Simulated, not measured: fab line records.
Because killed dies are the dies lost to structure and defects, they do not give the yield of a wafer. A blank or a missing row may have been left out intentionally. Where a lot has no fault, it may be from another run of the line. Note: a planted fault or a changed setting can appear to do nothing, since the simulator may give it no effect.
fab line records ; flow n5_finfet
record: lots: 7; wafers: 21
route steps=1938 shown BEOL_M13@1705 BEOL_M15@1801
start_h: the number of hours between the record's first day and the start of the first shown wafer of the lot ; wait_h: hours from the lot's prior step to this one ; " repeats the value in the row above ; L1.1+2: a single row standing in for several wafers ; - value missing, or start not given ; * or withheld: withheld ; < > ~ a bound
route shown NAME@n: a module of which the file shows steps, and the number in the route of the first ; usual: mean/standard deviation of fault-free wafers ; same: alike in all rows ; chamber/n: place in a boat ; sites: each site's reading ; _std_site: standard deviation across them ; _edge_site: outer sites' mean less inner sites' ; radius_mm: for every site, how far away it sits from the centre of the wafer ; mask NAME#n: copy n ; behind: the last tool/chamber to shape the wafer ; hold: why the lot was held/for how many hours/how that ended ; device: the transistor (n, p or np) that didn't switch ; end of line: the route-end tests of the same wafers ; where a step has no rows: the recipe by itself ; killed: not the wafer's yield, but the dies lost to structure and defects at the first sort ; map: the dies of a wafer, with x for killed, . for not killed, _ for no die there
set.NAME: the setting the step ran with; set.NAME@STEP: the setting that earlier step ran with ; model.NAME: the simulator's own value behind a step, which no gauge read
lots where settings were altered on purpose, with a table for each step and a row for each wafer
== steps ==
step: N5_BEOL_M13_SPUTTER_43
recipe: material: TaN; target_thk_a: 150; temp_c: 50; bias_v: 168.6; power_w: 15000; chamber_pressure_pa: 0.12; time_s: 24.19
lot.wafer;tool;chamber;start_h;wait_h;set.time_s;model.TaN_of_BEOL_M13_SPUTTER_43.thk_nm
L080.1;pvd_sputter-03;-;276.66;0.0;24.19;14.6
L080.3;pvd_sputter-03;-;276.66;0.0;27.35;16.6
L080.5;pvd_sputter-03;-;276.66;0.0;27.35;16.8
L079.1;pvd_sputter-01;-;278.31;0.0;24.19;14.8
L079.3;pvd_sputter-01;-;278.31;0.0;24.19;15
L079.6;pvd_sputter-01;-;278.31;0.0;21.49;13.2
L090.2;pvd_sputter-01;-;337.11;0.0;24.19;14.8
L090.3;pvd_sputter-01;-;337.11;0.0;21.42;13.4
L090.4;pvd_sputter-01;-;337.11;0.0;24.19;15
L093.1+2+4;pvd_sputter-02;-;357.98;0.0;24.19;14.8
L095.3;pvd_sputter-01;-;380.49;0.0;26.87;16.2
L095.5+6;pvd_sputter-01;-;380.49;0.0;24.19;14.6
L096.1+3;pvd_sputter-02;-;383.89;0.0;24.19;14.8
L096.5;pvd_sputter-02;-;383.89;0.0;24.19;15
L097.3+5;pvd_sputter-03;-;392.05;0.0;24.19;15
L097.6;pvd_sputter-03;-;392.05;0.0;27.27;17
step: N5_BEOL_M13_SPUTTER_44
recipe: material: Ta; target_thk_a: 100; temp_c: 50; bias_v: 80; power_w: 15000; chamber_pressure_pa: 0.07; time_s: 16.13
step: N5_BEOL_M13_SPUTTER_45
recipe: material: Cu; target_thk_a: 800; temp_c: -20; bias_v: 60; power_w: 26000; chamber_pressure_pa: 0.13; time_s: 13.33
step: N5_BEOL_M13_ECD_47
recipe: material: Cu; target_thk_a: 9360
step: N5_BEOL_M13_ANNEAL_48
recipe: temp_c: 225; time_s: 90; ambient: N2
step: N5_BEOL_M13_CMP_49
recipe: stop_on: SiOC; t_overpolish_s: 17.1; down_force_psi: 1; platen_rpm: 50; clearing_platen_down_force_psi: 1.5; clearing_platen_rpm: 50; post_cmp_clean: cu_alkaline; target_thk_nm: 420; clearing_platen_pad_velocity_m_s: 0.99484; pad_velocity_m_s: 0.99484
usual: barrier_field_endpoint_s: 30.4/0.64
lot.wafer;tool;chamber;start_h;wait_h;set.time_s@BEOL_M13_TRENCH_ETCH_34;set.time_s@BEOL_M13_SPUTTER_43;barrier_field_endpoint_s;model.Cu_of_BEOL_M13_ECD_47.thk_nm
L080.1;cmp-01;0;277.52;0.3;188.4;24.19;29.8;488.4
L080.3;cmp-01;1;277.52;0.3;162.6;27.35;31.6;428.2
L080.5;cmp-01;2;277.52;0.3;188.4;27.35;32.4;491.2
L079.1;cmp-01;3;279.09;0.3;162.6;24.19;30.3;423.6
L079.3;cmp-01;0;279.09;0.3;179.9;24.19;29.9;464.6
L079.6;cmp-01;2;279.09;0.3;179.9;21.49;28.3;459.8
L090.3;cmp-02;0;337.85;0.2;162.6;21.42;28.4;422.8
L090.4;cmp-02;1;337.85;0.2;162.6;24.19;30.4;426
L090.2;cmp-02;2;337.85;0.2;162.6;24.19;29.3;418.4
L093.2;cmp-01;2;358.72;0.2;162.6;24.19;30.9;425.4
L093.1;cmp-01;0;358.72;0.2;162.6;24.19;31.8;431.4
L093.4;cmp-01;1;358.72;0.2;162.6;24.19;30.7;416
L095.3;cmp-01;2;381.26;0.2;162.6;26.87;32.5;427
L095.5;cmp-01;1;381.26;0.2;162.6;24.19;30.3;419.2
L095.6;cmp-01;2;381.26;0.2;186.3;24.19;29.5;481
L096.3;cmp-04;2;384.66;0.2;142.2;24.19;29.6;359.8
L096.1;cmp-04;3;384.66;0.2;142.2;24.19;30.6;366.6
L096.5;cmp-04;2;384.66;0.2;162.6;24.19;29.6;410.6
L097.3;cmp-04;3;392.92;0.2;135.3;24.19;31.5;357
L097.5;cmp-04;3;392.92;0.2;162.6;24.19;30.7;425.2
L097.6;cmp-04;0;392.92;0.2;162.6;27.27;33.3;429.8
step: N5_BEOL_M13_THK_MEAS_50
recipe: thk_meas_gauge: xrf; reads: Cu_of_BEOL_M13_ECD_47
usual: M13_THK: 413/6.9
lot.wafer;tool;chamber;start_h;wait_h;set.time_s@BEOL_M13_TRENCH_ETCH_34;M13_THK[nm]
L080.1;film_metro-02;-;277.74;-;188.4;471
L080.3;film_metro-02;-;277.74;-;162.6;413
L080.5;film_metro-02;-;277.74;-;188.4;474
L079.1;film_metro-01;-;279.35;-;162.6;419
L079.3;film_metro-01;-;279.35;-;179.9;461
L079.6;film_metro-01;-;279.35;-;179.9;456
L090.2;film_metro-01;-;338.14;-;162.6;419
L090.3;film_metro-01;-;338.14;-;162.6;423
L090.4;film_metro-01;-;338.14;-;162.6;426
L093.1;film_metro-02;-;359.01;-;162.6;421
L093.2;film_metro-02;-;359.01;-;162.6;416
L093.4;film_metro-02;-;359.01;-;162.6;407
L095.3;film_metro-01;-;381.52;-;162.6;426
L095.5;film_metro-01;-;381.52;-;162.6;416
L095.6;film_metro-01;-;381.52;-;186.3;479
L096.1;film_metro-02;-;384.92;-;142.2;360
L096.3;film_metro-02;-;384.92;-;142.2;353
L096.5;film_metro-02;-;384.92;-;162.6;405
L097.3;film_metro-01;-;393.22;-;135.3;352
L097.5;film_metro-01;-;393.22;-;162.6;417
L097.6;film_metro-01;-;393.22;-;162.6;423
step: N5_BEOL_M13_PRE_CLEAN_52
recipe: gas: NH3; time_s: 15; temp_c: withheld; rf_power_w: 300
step: N5_BEOL_M13_DEP_53
recipe: material: SiCN; target_thk_a: 500; temp_c: withheld; precursor: 3MS/NH3; pressure_torr: 3; rf_w: 675; time_s: 17.8
step: N5_BEOL_M13_RS_MEAS_54
recipe: thk_meas_gauge: four-point-probe; reads: Cu_of_BEOL_M13_ECD_47+Ta_of_BEOL_M13_SPUTTER_44+TaN_of_BEOL_M13_SPUTTER_43
usual: M13_RS: 0.0449/0.00064
lot.wafer;tool;chamber;start_h;wait_h;set.time_s@BEOL_M13_TRENCH_ETCH_34;M13_RS[ohm/sq]
L080.1;film_metro-02;-;277.86;0.0;188.4;0.0385
L080.3;film_metro-02;-;277.86;0.0;162.6;0.0441
L080.5;film_metro-02;-;277.86;0.0;188.4;0.0383
L079.1;film_metro-01;-;279.47;0.0;162.6;0.0445
L079.3;film_metro-01;-;279.47;0.0;179.9;0.0405
L079.6;film_metro-01;-;279.47;0.0;179.9;0.0409
L090.2;film_metro-02;-;338.28;0.1;162.6;0.0450
L090.3;film_metro-02;-;338.28;0.1;162.6;0.0446
L090.4;film_metro-02;-;338.28;0.1;162.6;0.0442
L093.1;film_metro-01;-;359.14;0.0;162.6;0.0437
L093.2;film_metro-01;-;359.14;0.0;162.6;0.0443
L093.4;film_metro-01;-;359.14;0.0;162.6;0.0454
L095.3;film_metro-02;-;381.65;0.1;162.6;0.0442
L095.5;film_metro-02;-;381.65;0.1;162.6;0.0449
L095.6;film_metro-02;-;381.65;0.1;186.3;0.0390
L096.1;film_metro-02;-;385.05;0.0;142.2;0.0517
L096.3;film_metro-02;-;385.05;0.0;142.2;0.0527
L096.5;film_metro-02;-;385.05;0.0;162.6;0.0460
L097.3;film_metro-02;-;393.35;0.1;135.3;0.0531
L097.5;film_metro-02;-;393.35;0.1;162.6;0.0444
L097.6;film_metro-02;-;393.35;0.1;162.6;0.0438
step: N5_BEOL_M15_PEB_26
recipe: peb_temp_c: 130; peb_time_s: 90
lot.wafer;tool;chamber;start_h;wait_h;set.peb_temp_c
L080.1+3;litho_track-05;0;285.71;0.1;131.9
L080.5;litho_track-05;0;285.71;0.1;130
L079.1;litho_track-03;0;286.34;0.1;128.5
L079.3+6;litho_track-03;0;286.34;0.1;130
L090.2;litho_track-04;0;345.00;0.0;131.2
L090.3+4;litho_track-04;0;345.00;0.0;130
L093.1+2+4;litho_track-03;0;371.03;0.1;130
L095.3+5+6;litho_track-03;0;390.29;0.0;130
L096.1;litho_track-04;0;395.84;0.1;132.1
L096.3+5;litho_track-04;0;395.84;0.1;130
L097.3;litho_track-05;0;401.92;0.0;132.9
L097.5+6;litho_track-05;0;401.92;0.0;130
step: N5_BEOL_M15_DEVELOP_27
recipe: develop_time_s: 45; rinse_liquid: diw; dry: air_spin; dev_temp_c: 21
step: N5_BEOL_M15_HARDBAKE_32
recipe: temp_c: 130; time_s: 120
step: N5_BEOL_M15_CD_MEAS_28
recipe: target_cd_nm: 407.6; landing_energy_ev: 500; detector: se_inlens
usual: cd_nm: 407.9/1.7
lot.wafer;tool;chamber;start_h;wait_h;set.peb_temp_c@BEOL_M15_PEB_26;cd_nm
L080.1;cd_sem-03;0;285.82;-;131.9;419.2
L080.3;cd_sem-03;0;285.82;-;131.9;416.5
L080.5;cd_sem-03;0;285.82;-;130;408.0
L079.1;cd_sem-01;0;286.46;-;128.5;400.9
L079.3;cd_sem-01;0;286.46;-;130;408.0
L079.6;cd_sem-01;0;286.46;-;130;407.1
L090.2;cd_sem-02;0;345.12;-;131.2;411.1
L090.3;cd_sem-02;0;345.12;-;130;405.7
L090.4;cd_sem-02;0;345.12;-;130;407.3
L093.1;cd_sem-02;0;371.14;-;130;409.5
L093.2;cd_sem-02;0;371.14;-;130;408.6
L093.4;cd_sem-02;0;371.14;-;130;408.7
L095.3;cd_sem-03;0;390.40;-;130;408.5
L095.5;cd_sem-03;0;390.40;-;130;408.5
L095.6;cd_sem-03;0;390.40;-;130;408.2
L096.1;cd_sem-02;0;395.95;-;132.1;414.7
L096.3;cd_sem-02;0;395.95;-;130;408.2
L096.5;cd_sem-02;0;395.95;-;130;407.9
L097.3;cd_sem-03;0;402.04;-;132.9;420.5
L097.5;cd_sem-03;0;402.04;-;130;407.0
L097.6;cd_sem-03;0;402.04;-;130;406.1
step: N5_BEOL_M15_DESCUM_33
recipe: chemistry: O2; time_s: 7.9; source_power_w: 50; bias_power_w: 20; pressure_mtorr: 20; rf_frequency_hz: 2.712e+07; temp_c: 40; o2_flow_sccm: 225
lot.wafer;tool;chamber;start_h;wait_h;set.peb_temp_c@BEOL_M15_PEB_26;model.BEOL_M15.cd_nm
L080.1;rie_diel-04;2;286.27;0.4;131.9;419.4
L080.3;rie_diel-04;3;286.27;0.4;131.9;416.6
L080.5;rie_diel-04;3;286.27;0.4;130;408
L079.1;rie_diel-03;1;286.55;0.0;128.5;401
L079.3;rie_diel-03;2;286.55;0.0;130;408
L079.6;rie_diel-03;2;286.55;0.0;130;407.4
L090.2;rie_diel-04;3;345.20;0.0;131.2;411.2
L090.3;rie_diel-04;0;345.20;0.0;130;405.8
L090.4;rie_diel-04;1;345.20;0.0;130;407
L093.1;rie_diel-04;2;371.23;0.0;130;409.6
L093.2;rie_diel-04;3;371.23;0.0;130;408.8
L093.4;rie_diel-04;0;371.23;0.0;130;408.4
L095.3;rie_diel-04;1;390.49;0.0;130;408.8
L095.5;rie_diel-04;1;390.49;0.0;130;408.6
L095.6;rie_diel-04;2;390.49;0.0;130;408.2
L096.1;rie_diel-04;3;396.04;0.0;132.1;414.2
L096.3;rie_diel-04;2;396.04;0.0;130;408.2
L096.5;rie_diel-04;0;396.04;0.0;130;407.8
L097.3;rie_diel-06;3;402.12;0.0;132.9;420.2
L097.5;rie_diel-06;0;402.12;0.0;130;407.2
L097.6;rie_diel-06;3;402.12;0.0;130;406.2
step: N5_BEOL_M15_ETCH_61
recipe: chemistry: N2/H2; target: BARC; target_depth_a: 890; overetch_a: 267; time_s: 67.9; ion_energy_ev: 200; pressure_mtorr: 30; source_w: 840; bias_w: 150; n2_flow_sccm: 200; h2_flow_sccm: 200
lot.wafer;tool;chamber;start_h;wait_h;set.peb_temp_c@BEOL_M15_PEB_26;model.BEOL_M15.cd_nm
L080.1;rie_diel-04;2;286.30;0.0;131.9;411.4
L080.3;rie_diel-04;3;286.30;0.0;131.9;408.8
L080.5;rie_diel-04;3;286.30;0.0;130;400.4
L079.1;rie_diel-03;1;286.58;0.0;128.5;393.8
L079.3;rie_diel-03;2;286.58;0.0;130;400.6
L079.6;rie_diel-03;2;286.58;0.0;130;399.2
L090.2;rie_diel-04;3;345.24;0.0;131.2;404
L090.3;rie_diel-04;0;345.24;0.0;130;398.8
L090.4;rie_diel-04;1;345.24;0.0;130;400.2
L093.1;rie_diel-04;2;371.26;0.0;130;402
L093.2;rie_diel-04;3;371.26;0.0;130;401
L093.4;rie_diel-04;0;371.26;0.0;130;400.6
L095.3;rie_diel-04;1;390.52;0.0;130;401.8
L095.5;rie_diel-04;1;390.52;0.0;130;401.2
L095.6;rie_diel-04;2;390.52;0.0;130;400.4
L096.1;rie_diel-04;3;396.07;0.0;132.1;406.2
L096.3;rie_diel-04;2;396.07;0.0;130;400.4
L096.5;rie_diel-04;0;396.07;0.0;130;399.6
L097.3;rie_diel-06;3;402.16;0.0;132.9;413.2
L097.5;rie_diel-06;0;402.16;0.0;130;400.4
L097.6;rie_diel-06;3;402.16;0.0;130;399.4
step: N5_BEOL_M15_TRENCH_ETCH_34
recipe: chemistry: C4F8/O2/Ar; target: SiO2; target_depth_a: 8729.3; he_inner_torr: 15; he_outer_torr: 30; time_s: 199; ion_energy_ev: 800; pressure_mtorr: 20; source_w: 1905; bias_w: 2040; Ar_flow_sccm: 400; C4F8_flow_sccm: 16; O2_flow_sccm: 12
lot.wafer;tool;chamber;start_h;wait_h;set.time_s;model.etch.depth_nm;model.coat_of_BEOL_M15_COAT_22.thk_nm
L080.1;rie_diel-04;2;286.35;0.0;183.3;808.1;556
L080.3;rie_diel-04;3;286.35;0.0;183.3;811.5;550.2
L080.5;rie_diel-04;3;286.35;0.0;199;882.5;538.2
L079.1;rie_diel-03;1;286.63;0.0;199;847.9;546.6
L079.3;rie_diel-03;2;286.63;0.0;199;875.5;539.2
L079.6;rie_diel-03;2;286.63;0.0;234.3;1031;505.6
L090.2;rie_diel-04;3;345.29;0.0;199;864.2;540.2
L090.3;rie_diel-04;0;345.29;0.0;184.1;812.4;554
L090.4;rie_diel-04;1;345.29;0.0;184.1;829.1;546.8
L093.1;rie_diel-04;2;371.32;0.0;199;877.5;541.6
L093.2;rie_diel-04;3;371.32;0.0;199;875.2;540.4
L093.4;rie_diel-04;0;371.32;0.0;199;882.5;538.4
L095.3;rie_diel-04;1;390.57;0.0;199;902.2;533.8
L095.5;rie_diel-04;1;390.57;0.0;199;906.1;533.6
L095.6;rie_diel-04;2;390.57;0.0;199;865.3;548.4
L096.1;rie_diel-04;3;396.13;0.0;221.8;966;521.2
L096.3;rie_diel-04;2;396.13;0.0;199;869.9;543.4
L096.5;rie_diel-04;0;396.13;0.0;199;876.7;542
L097.3;rie_diel-06;3;402.21;0.0;199;870.4;543.6
L097.5;rie_diel-06;0;402.21;0.0;199;876.5;541.6
L097.6;rie_diel-06;3;402.21;0.0;199;868.4;543.8
step: N5_BEOL_M15_STRIP_36
recipe: chemistry: O2; power_w: 600; temp_c: 60; pressure_mtorr: 30; rf_frequency_hz: 6e+07; bias_power_w: 0; overash_fraction: 0.3; o2_flow_sccm: 225
step: N5_BEOL_M15_ECD_47
recipe: material: Cu; target_thk_a: 18600
step: N5_BEOL_M15_ANNEAL_48
recipe: temp_c: 225; time_s: 90; ambient: N2
step: N5_BEOL_M15_CMP_49
recipe: stop_on: SiO2; t_overpolish_s: 4.9; down_force_psi: 2; platen_rpm: 80; clearing_platen_down_force_psi: 2; clearing_platen_rpm: 80; post_cmp_clean: cu_alkaline; target_thk_nm: 850; clearing_platen_pad_velocity_m_s: 1.5917; pad_velocity_m_s: 1.5917
lot.wafer;tool;chamber;start_h;wait_h;set.time_s@BEOL_M15_TRENCH_ETCH_34;model.Cu_of_BEOL_M15_ECD_47.thk_nm
L080.3;cmp-02;2;291.59;0.2;183.3;789
L080.1;cmp-02;3;291.59;0.2;183.3;786
L080.5;cmp-02;2;291.59;0.2;199;858.8
L079.3;cmp-03;1;293.55;0.2;199;852.6
L079.1;cmp-03;3;293.55;0.2;199;825.4
L079.6;cmp-03;0;293.55;0.2;234.3;1008
L090.3;cmp-02;0;351.66;0.2;184.1;789.8
L090.2;cmp-02;1;351.66;0.2;199;840.6
L090.4;cmp-02;2;351.66;0.2;184.1;806
L093.4;cmp-02;0;373.00;0.1;199;860.2
L093.2;cmp-02;2;373.00;0.1;199;852.8
L093.1;cmp-02;3;373.00;0.1;199;855.8
L095.3;cmp-03;3;393.74;0.2;199;879.8
L095.5;cmp-03;3;393.74;0.2;199;883.8
L095.6;cmp-03;0;393.74;0.2;199;843.2
L096.3;cmp-03;1;398.73;0.2;199;849.4
L096.1;cmp-03;2;398.73;0.2;221.8;945.8
L096.5;cmp-03;2;398.73;0.2;199;856.2
L097.3;cmp-03;1;405.22;0.2;199;848.6
L097.5;cmp-03;3;405.22;0.2;199;854.4
L097.6;cmp-03;0;405.22;0.2;199;845.8
step: N5_BEOL_M15_THK_MEAS_50
recipe: thk_meas_gauge: xrf; reads: Cu_of_BEOL_M15_ECD_47
usual: M15_THK: 843/14
lot.wafer;tool;chamber;start_h;wait_h;set.time_s@BEOL_M15_TRENCH_ETCH_34;M15_THK[nm]
L080.1;film_metro-01;-;291.84;-;183.3;778
L080.3;film_metro-01;-;291.84;-;183.3;782
L080.5;film_metro-01;-;291.84;-;199;852
L079.1;film_metro-01;-;293.81;-;199;812
L079.3;film_metro-01;-;293.81;-;199;845
L079.6;film_metro-01;-;293.81;-;234.3;995
L090.2;film_metro-02;-;351.92;-;199;823
L090.3;film_metro-02;-;351.92;-;184.1;779
L090.4;film_metro-02;-;351.92;-;184.1;793
L093.1;film_metro-02;-;373.30;-;199;848
L093.2;film_metro-02;-;373.30;-;199;844
L093.4;film_metro-02;-;373.30;-;199;846
L095.3;film_metro-02;-;394.04;-;199;879
L095.5;film_metro-02;-;394.04;-;199;881
L095.6;film_metro-02;-;394.04;-;199;844
L096.1;film_metro-02;-;399.03;-;221.8;946
L096.3;film_metro-02;-;399.03;-;199;845
L096.5;film_metro-02;-;399.03;-;199;850
L097.3;film_metro-01;-;405.44;-;199;850
L097.5;film_metro-01;-;405.44;-;199;851
L097.6;film_metro-01;-;405.44;-;199;842
step: N5_BEOL_M15_PRE_CLEAN_52
recipe: gas: NH3; time_s: 15; temp_c: withheld; rf_power_w: 300
step: N5_BEOL_M15_DEP_53
recipe: material: SiCN; target_thk_a: 500; temp_c: withheld; precursor: 3MS/NH3; pressure_torr: 3; rf_w: 675; time_s: 17.8
step: N5_BEOL_M15_RS_MEAS_54
recipe: thk_meas_gauge: four-point-probe; reads: Cu_of_BEOL_M15_ECD_47+Ta_of_BEOL_M15_SPUTTER_44+TaN_of_BEOL_M15_SPUTTER_43
usual: M15_RS: 0.0215/0.00032
lot.wafer;tool;chamber;start_h;wait_h;set.time_s@BEOL_M15_TRENCH_ETCH_34;M15_RS[ohm/sq]
L080.1;film_metro-01;-;291.97;0.0;183.3;0.0233
L080.3;film_metro-01;-;291.97;0.0;183.3;0.0232
L080.5;film_metro-01;-;291.97;0.0;199;0.0213
L079.1;film_metro-01;-;293.94;0.0;199;0.0222
L079.3;film_metro-01;-;293.94;0.0;199;0.0214
L079.6;film_metro-01;-;293.94;0.0;234.3;0.0181
L090.2;film_metro-01;-;352.05;0.1;199;0.0218
L090.3;film_metro-01;-;352.05;0.1;184.1;0.0232
L090.4;film_metro-01;-;352.05;0.1;184.1;0.0228
L093.1;film_metro-02;-;373.46;0.1;199;0.0214
L093.2;film_metro-02;-;373.46;0.1;199;0.0215
L093.4;film_metro-02;-;373.46;0.1;199;0.0213
L095.3;film_metro-01;-;394.17;0.1;199;0.0208
L095.5;film_metro-01;-;394.17;0.1;199;0.0207
L095.6;film_metro-01;-;394.17;0.1;199;0.0217
L096.1;film_metro-02;-;399.19;0.1;221.8;0.0193
L096.3;film_metro-02;-;399.19;0.1;199;0.0216
L096.5;film_metro-02;-;399.19;0.1;199;0.0214
L097.3;film_metro-01;-;405.57;0.1;199;0.0215
L097.5;film_metro-01;-;405.57;0.1;199;0.0214
L097.6;film_metro-01;-;405.57;0.1;199;0.0217
== key ==
split: step: N5_BEOL_M13_SPUTTER_43; setting: time_s; stated: 24.19; by: wafer
response: step: N5_BEOL_M13_SPUTTER_43; reading: model.TaN_of_BEOL_M13_SPUTTER_43.thk_nm; change: +0.15; per: 1%; r: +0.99
response: step: N5_BEOL_M13_CMP_49; reading: barrier_field_endpoint_s; change: +0.172; per: 1%; r: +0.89
split: step: N5_BEOL_M15_PEB_26; setting: peb_temp_c; stated: 130; by: wafer
response: step: N5_BEOL_M15_CD_MEAS_28; reading: cd_nm; change: +5.72; per: 1%; r: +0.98
response: step: N5_BEOL_M15_DESCUM_33; reading: model.BEOL_M15.cd_nm; change: +5.62; per: 1%; r: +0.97
response: step: N5_BEOL_M15_ETCH_61; reading: model.BEOL_M15.cd_nm; change: +5.46; per: 1%; r: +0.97
split: step: N5_BEOL_M15_TRENCH_ETCH_34; setting: time_s; stated: 199; by: wafer
response: step: N5_BEOL_M15_TRENCH_ETCH_34; reading: model.etch.depth_nm; change: +8.8; per: 1%; r: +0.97
response: step: N5_BEOL_M15_TRENCH_ETCH_34; reading: model.coat_of_BEOL_M15_COAT_22.thk_nm; change: -1.95; per: 1%; r: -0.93
response: step: N5_BEOL_M15_CMP_49; reading: model.Cu_of_BEOL_M15_ECD_47.thk_nm; change: +8.75; per: 1%; r: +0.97
response: step: N5_BEOL_M15_THK_MEAS_50; reading: M15_THK; change: +8.72; per: 1%; r: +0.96
response: step: N5_BEOL_M15_RS_MEAS_54; reading: M15_RS; change: -0.000203; per: 1%; r: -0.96
split outside_this_file step=N5_BEOL_M13_TRENCH_ETCH_34 setting=time_s
split outside_this_file: this setting was split too, and the file shows its column; the key of that split is in another file
